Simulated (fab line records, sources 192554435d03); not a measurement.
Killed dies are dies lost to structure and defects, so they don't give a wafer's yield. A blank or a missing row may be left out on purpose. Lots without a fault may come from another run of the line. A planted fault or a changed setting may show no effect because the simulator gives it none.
Which tool did it? | flow n5_finfet | 9 lots, 27 wafers sampled, at 6 steps of a route of 1938

WHAT THE GAUGES READ, wafer by wafer
N5_BEOL_M3_THK_MEAS_01.
lot  | measured     | on            | M3_ILD_THK (nm)
L683 | day 7 18:57  | film_metro-01 | 78.1 79.3 79.7
L684 | day 7 19:28  | film_metro-02 | 78.7 80.7 79.8
L687 | day 8 05:05  | film_metro-02 | 77.6 79.5 78.8
L688 | day 8 08:09  | film_metro-02 | 78.6 78.5 79.3
L692 | day 9 12:20  | film_metro-02 | 121.6 78.5 80.6
L694 | day 10 12:48 | film_metro-02 | 123.2 119.7 121.6
L700 | day 11 12:50 | film_metro-01 | 77.2 79.5 80.2
L703 | day 12 11:04 | film_metro-01 | 78.9 79.8 79.6
L704 | day 13 05:16 | film_metro-01 | 76.4 79.0 77.9

N5_BEOL_M4_RC_MEAS_101.
lot  | measured     | on        | DIBL_N (mV/V)  | DIBL_P (mV/V)  | IOFF_N (nA/um) | IOFF_P (nA/um) | ION_N (uA/um) | ION_P (uA/um) | SS_N (mV/dec)  | SS_P (mV/dec)  | VT_N (mV)   | VT_P (mV)
L683 | day 8 15:54  | prober-02 | 34.8 35.0 33.1 | 32.0 32.7 30.1 | 0.13 0.14 0.11 | 0.19 0.20 0.17 | 679 682 672   | 472 478 470   | 70.9 71.0 70.0 | 72.6 72.5 72.6 | 250 249 253 | -248 -250 -251
L684 | day 9 05:58  | prober-01 | 35.3 36.9 31.4 | 35.4 36.0 29.3 | 0.15 0.16 0.09 | 0.19 0.18 0.12 | 690 677 657   | 464 453 449   | 71.8 71.4 70.0 | 73.3 72.7 71.3 | 245 250 256 | -253 -255 -259
L687 | day 9 12:27  | prober-02 | 35.6 33.2 32.8 | 35.9 32.4 32.0 | 0.15 0.11 0.11 | 0.20 0.14 0.15 | 677 669 647   | 461 459 454   | 71.1 70.3 71.4 | 73.5 71.7 72.9 | 253 255 253 | -249 -254 -253
L688 | day 9 10:58  | prober-01 | 34.8 37.2 34.0 | 33.8 36.0 32.3 | 0.13 0.16 0.12 | 0.16 0.18 0.13 | 664 678 660   | 456 457 448   | 71.1 71.7 70.9 | 73.1 73.2 71.5 | 251 248 255 | -257 -253 -257
L692 | day 10 15:39 | prober-01 | 36.2 37.3      | 34.6 35.1      | 0.15 0.15      | 0.20 0.19      | 677 661       | 466 450       | 71.3 71.3      | 73.2 72.4      | 246 249     | -252 -251
L700 | day 12 19:44 | prober-01 | 33.2 36.7 34.9 | 32.4 37.0 35.9 | 0.11 0.16 0.14 | 0.15 0.20 0.20 | 670 692 669   | 451 469 463   | 70.2 71.6 70.1 | 72.3 73.0 73.3 | 255 251 251 | -254 -251 -251
L703 | day 13 15:49 | prober-01 | 40.6 38.2 36.6 | 40.7 37.9 36.7 | 0.28 0.23 0.18 | 0.31 0.25 0.22 | 709 708 702   | 480 479 478   | 73.2 72.2 72.0 | 74.6 73.6 73.9 | 241 244 246 | -246 -245 -247
L704 | day 14 15:19 | prober-01 | 35.5 32.7 35.4 | 35.0 31.9 36.6 | 0.15 0.11 0.16 | 0.23 0.18 0.25 | 676 672 688   | 468 472 474   | 71.7 70.3 71.5 | 73.1 71.7 72.9 | 254 254 249 | -243 -247 -244

WHICH TOOL RAN EACH LOT (tool, then ch and the chambers of the sampled wafers, then the start)
lot  | N5_BEOL_M2_ANNEAL_89         | N5_BEOL_M2_ANNEAL_51             | N5_BEOL_M2_PRE_CLEAN_60          | N5_BEOL_M3_ILD_DEP_00
L683 | pvd_sputter-01, day 7 16:58  | rtp_anneal-01 ch 0, day 7 18:03  | cvd_co-01 ch 0,2, day 7 18:35    | pecvd-01 ch 1,2, day 7 18:53
L684 | pvd_sputter-03, day 7 17:29  | rtp_anneal-02 ch 0, day 7 18:29  | cvd_co-02 ch 1,2, day 7 19:07    | pecvd-01 ch 0,1,2, day 7 19:24
L687 | pvd_sputter-02, day 8 03:06  | rtp_anneal-02 ch 0, day 8 04:11  | cvd_co-02 ch 1,2, day 8 04:44    | pecvd-02 ch 0,1,2, day 8 05:01
L688 | pvd_sputter-03, day 8 06:08  | rtp_anneal-01 ch 0, day 8 07:08  | cvd_co-01 ch 0,1,2, day 8 07:46  | pecvd-01 ch 1,2, day 8 08:05
L692 | pvd_sputter-01, day 9 10:19  | rtp_anneal-01 ch 0, day 9 11:19  | cvd_co-02 ch 0,1, day 9 11:58    | pecvd-01 ch 0,1, day 9 12:16
L694 | pvd_sputter-01, day 10 10:49 | rtp_anneal-01 ch 0, day 10 11:48 | cvd_co-02 ch 1,2, day 10 12:26   | pecvd-01 ch 0,1, day 10 12:43
L700 | pvd_sputter-03, day 11 10:41 | rtp_anneal-01 ch 0, day 11 11:44 | cvd_co-02 ch 0,1,2, day 11 12:29 | pecvd-02 ch 0,1,2, day 11 12:46
L703 | pvd_sputter-03, day 12 08:57 | rtp_anneal-01 ch 0, day 12 10:05 | cvd_co-02 ch 0,2, day 12 10:43   | pecvd-02 ch 1,2, day 12 11:00
L704 | pvd_sputter-03, day 13 03:17 | rtp_anneal-02 ch 0, day 13 04:17 | cvd_co-01 ch 0,1,2, day 13 04:55 | pecvd-04 ch 0,1,2, day 13 05:13
- N5_BEOL_M2_ANNEAL_89: time 240 s.
- N5_BEOL_M2_ANNEAL_51: time 90 s.
- N5_BEOL_M2_PRE_CLEAN_60: time 15 s.
- N5_BEOL_M3_ILD_DEP_00: deposits SiOC from DEMS/O2, target thk 79 nm, time 15.3 s.

WHAT THE TOOLS THEMSELVES READ (means of the sampled wafers that have a number; where no wafer has one, the mark that the record gives instead)
N5_BEOL_M2_ANNEAL_89.
lot  | tool           | heater_power_w (W)
L683 | pvd_sputter-01 | 854
L684 | pvd_sputter-03 | 835
L687 | pvd_sputter-02 | 855
L688 | pvd_sputter-03 | 810
L692 | pvd_sputter-01 | 848
L694 | pvd_sputter-01 | 816
L700 | pvd_sputter-03 | 804
L703 | pvd_sputter-03 | 873
L704 | pvd_sputter-03 | 841

N5_BEOL_M2_ANNEAL_51.
lot  | tool          | anneal_temp_c (C) | wafer_temp_C_max
L683 | rtp_anneal-01 | 225.07            | 225.95
L684 | rtp_anneal-02 | 224.98            | 225.80
L687 | rtp_anneal-02 | 225.01            | 225.69
L688 | rtp_anneal-01 | 224.93            | 225.65
L692 | rtp_anneal-01 | 224.96            | 225.76
L694 | rtp_anneal-01 | 225.13            | 226.04
L700 | rtp_anneal-01 | 224.95            | 226.03
L703 | rtp_anneal-01 | 225.16            | 225.75
L704 | rtp_anneal-02 | 225.05            | 225.85

N5_BEOL_M2_PRE_CLEAN_60.
lot  | tool      | heater_power_w (W) | rf_fwd_power_W (W)
L683 | cvd_co-01 | 108                | 296.8
L684 | cvd_co-02 | 116                | 297.6
L687 | cvd_co-02 | 102                | 297.6
L688 | cvd_co-01 | 91                 | 297.5
L692 | cvd_co-02 | 106                | 295.9
L694 | cvd_co-02 | 103                | 296.7
L700 | cvd_co-02 | 92                 | 296.9
L703 | cvd_co-02 | 81                 | 296.4
L704 | cvd_co-01 | 93                 | 298.2

N5_BEOL_M3_ILD_DEP_00.
lot  | tool     | chamber_pressure_Torr (Torr) | heater_power_w (W) | rf_fwd_power_W (W) | showerhead_plenum_p_Torr (Torr) | throttle_valve_pct (%)
L683 | pecvd-01 | 5.000                        | 456                | 491.8              | 5.696                           | 12.3
L684 | pecvd-01 | 4.997                        | 460                | 493.2              | 5.686                           | 12.2
L687 | pecvd-02 | 4.994                        | 446                | 493.5              | 5.709                           | 12.3
L688 | pecvd-01 | 5.002                        | 451                | 495.8              | 5.684                           | 12.6
L692 | pecvd-01 | 5.001                        | 577                | 497.5              | 5.685                           | 11.7
L694 | pecvd-01 | 4.994                        | 507                | 493.7              | 5.682                           | 12.3
L700 | pecvd-02 | 5.003                        | 456                | 492.8              | 5.708                           | 12.4
L703 | pecvd-02 | 5.000                        | 399                | 493.1              | 5.713                           | 12.1
L704 | pecvd-04 | 4.998                        | 517                | 494.7              | 5.687                           | 11.1

THE ANSWER, worked out from the rows above alone
Rule: what is usual is taken from the lots themselves. Put in order of their means at a reading, lots are off if they are a third of the lots or fewer, leave a main group of 4 or more, and stand apart from it by a gap of 3 or more times the standard deviation of the main group's means; of several such gaps the widest counts. A main group whose means are all the same, to the digits that the tables above print for the reading, isn't used. A lot without any number at a reading at which 4 lots or more have one is off too. The other lots that the step has rows for count as sound. The gauges are gone through in route order, then the tools' own readings, and for those a lot's mean is taken as printed above. The first step at which some lot is off is used, and at that step the reading that is off furthest; a lot without a number counts as furthest.
Off: L692, L694, at N5_BEOL_M3_THK_MEAS_01 (M3_ILD_THK). The main group: mean 78.9 nm, standard deviation 0.58.
A tool fits if, at a process step before that reading, it ran every lot that is off, and no sound lot after the first of them. The gauges at N5_BEOL_M3_THK_MEAS_01 are tried like those tools. Can't be told from this: 3 tools fit, pvd_sputter-01 at N5_BEOL_M2_ANNEAL_89, pecvd-01 at N5_BEOL_M3_ILD_DEP_00, film_metro-02 at N5_BEOL_M3_THK_MEAS_01.

WHAT THE SIMULATOR HAD PUT IN
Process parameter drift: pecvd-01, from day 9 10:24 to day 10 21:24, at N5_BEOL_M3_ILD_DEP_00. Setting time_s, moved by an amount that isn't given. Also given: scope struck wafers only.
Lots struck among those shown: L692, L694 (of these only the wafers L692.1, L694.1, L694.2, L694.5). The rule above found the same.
